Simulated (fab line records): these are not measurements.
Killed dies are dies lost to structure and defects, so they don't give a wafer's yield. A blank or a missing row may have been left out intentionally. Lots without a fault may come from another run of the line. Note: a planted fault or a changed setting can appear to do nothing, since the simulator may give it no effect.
Chamber matching + flow nand harc + cmp-02 running NHARC_THIN_TSV_CMP_01: 4 sister chambers
The step polishes. 4 wafers are shown with their chamber, then 10 later ones without.

WAFERS PAIRED WITH THEIR CHAMBERS
| wafer  | chamber | motor current A (A) |
|--------|---------|---------------------|
| L085.3 | 0       | 11.0                |
| L086.4 | 2       | 13.7                |
| L087.1 | 3       | 12.9                |
| L087.2 | 1       | 12.2                |

WAFERS WHOSE CHAMBER IS MISSING
| wafer  | motor current A (A) |
|--------|---------------------|
| L087.5 | 11.9                |
| L089.4 | 13.5                |
| L089.5 | 13.1                |
| L089.6 | 12.2                |
| L095.1 | 13.0                |
| L095.3 | 13.2                |
| L095.5 | 11.5                |
| L096.3 | 11.5                |
| L096.5 | 10.4                |
| L096.6 | 13.1                |

WHICH CHAMBER EACH ONE RAN IN
| wafer  | from the rows above     | in truth |
|--------|-------------------------|----------|
| L087.5 | can't be placed: 1 or 0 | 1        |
| L089.4 | can't be placed: 2 or 3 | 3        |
| L089.5 | can't be placed: 3 or 2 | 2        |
| L089.6 | 1                       | 1        |
| L095.1 | can't be placed: 3 or 2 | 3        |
| L095.3 | can't be placed: 3 or 2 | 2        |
| L095.5 | can't be placed: 0 or 1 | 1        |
| L096.3 | can't be placed: 0 or 1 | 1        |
| L096.5 | 0                       | 0        |
| L096.6 | can't be placed: 3 or 2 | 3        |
Placed correctly: 2 of 10. Can't be placed from these rows: 8 (the true chamber is among the candidates in 8). Number placed wrongly: 0.
How it was worked out, from the rows above alone: a wafer's distance from a chamber is the root of the sum, over the readings, of the square of ((its reading less the chamber's mean) divided by the reading's scatter). The wafer belongs to the nearest chamber; if the next one is less than 2 further off, it can't be placed. For every chamber, the mean is computed from those of its wafers that are shown. The scatter: with one shown wafer a chamber, the root of the mean of the squares of how far each hidden wafer lies from its nearest shown one.
